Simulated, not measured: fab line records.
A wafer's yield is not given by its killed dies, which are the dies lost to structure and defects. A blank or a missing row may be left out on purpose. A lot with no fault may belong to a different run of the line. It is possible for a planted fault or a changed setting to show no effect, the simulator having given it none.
A lot that was struck, set against a sound lot    flow nandHarc    15 out of 1159 route steps
Sound: wafers L701.1, L701.4, L701.6. Struck: wafer L714.5. (L714.2, L714.3 of the same lot were not struck and are left out.) The cause comes at the end.
Per side, at each step with rows, come the tool, then ch with its chambers, and then its first start. Under that, the readings that differ: sound wafers    struck wafers    difference of the means    sigmas: that difference in standard deviations of wafers without a fault.
alike: same words and numbers on both sides, and readings whose means sit less than 2 such deviations apart. not compared: any withheld reading, any reading some wafer has no value for, any bound like >300 that may hide the same value, and any number with overlapping values for which the record gives no deviation.
A row with sigmas, a row that says differs or no value, or rows on one side alone: a step with any of these is where the two part. Non-overlapping numbers with no deviation appear without sigmas and do not part them. A reading missing from all wafers of one side parts the sides only when that side holds two or more wafers.

first, 8 steps without rows for these wafers: NHARC_P_GATE_DEHYDRATE_18 (time 120 s); NHARC_P_GATE_HMDS_19 (time 30 s); NHARC_P_GATE_COAT_20 (resist thk 90 nm); NHARC_P_GATE_SOFTBAKE_21 (time 55 s); NHARC_P_GATE_EBR_22; NHARC_P_GATE_EXPOSE_23 (exposes mask P GATE, target cd 120 nm); NHARC_P_GATE_PEB_24 (peb time 65 s); NHARC_P_GATE_DEVELOP_25 (develop time 35 s).
NHARC_P_GATE_CD_MEAS_26 targets a cd of 120 nm.
  sound on cdSem-01 ch 0, day 5 14:49; struck on cdSem-02 ch 0, day 9 00:17
  alike: cdNm
NHARC_P_GATE_OVL_MEAS_27:
  sound on overlay-01, day 5 14:54; struck on overlay-01, day 9 00:22
reading          sound        struck  difference  sigmas
overlayXNm (nm)  1.1 1.3 0.9  -1.0    -2.1        -2
  alike: overlayYNm
NHARC_P_GATE_INSPECT_28:
  sound on defectInspect-02, day 5 14:56; struck on defectInspect-02, day 9 00:24
  alike: rawDefectCount
NHARC_P_GATE_DESCUM_31: chemistry O2, time 3 s.
  sound on rieDiel-11 ch 0,1,3, day 5 15:00; struck on rieDiel-03 ch 1, day 9 00:28
  alike: drypumpMotorCurrentA, oesProductAu, rfVppV, showerheadPlenumPTorr, throttleValvePct
  not compared: rfHoursCounterH
NHARC_P_GATE_ETCH_104: etches the open film in CF4/CHF3, target depth 60 nm.
  sound on rieDiel-11 ch 1,2,3, day 5 15:05; struck on rieDiel-03 ch 2, day 9 00:45
reading                 sound              struck  difference  sigmas
oesProductAu (a.u.)     0.982 0.981 0.938  0.635   -0.332      -15
model.P_GATE.cdNm (nm)  120.2 119.2 120    123.1   +3.3        
  alike: drypumpMotorCurrentA, rfVppV, showerheadPlenumPTorr, throttleValvePct
NHARC_P_GATE_HM_OPEN_105: chemistry O2/COS, target depth 360 nm.
  sound on rieDiel-11 ch 1,3; struck on rieDiel-03 ch 3
reading               sound                 struck  difference  sigmas
throttleValvePct (%)  28.343 28.341 28.336  28.316  -0.024      -3
  alike: cosFlowSccm, drypumpMotorCurrentA, oesProductAu, rfVppV, showerheadPlenumPTorr
  not compared: rfHoursCounterH
-- record jumps: 15 days between struck wafers' starts before vs after; left off in module P_GATE, resumes in module END, first step shown is number 1159 of the route --
NHARC_END_SORT_01:
  here the record holds rows for the struck wafers (prober-01 ch 0, day 23 23:32) but none for the sound ones

## WHERE THEY PART
First at NHARC_P_GATE_OVL_MEAS_27; last, within this record, at NHARC_END_SORT_01.

WHY: what had been put in by the simulator
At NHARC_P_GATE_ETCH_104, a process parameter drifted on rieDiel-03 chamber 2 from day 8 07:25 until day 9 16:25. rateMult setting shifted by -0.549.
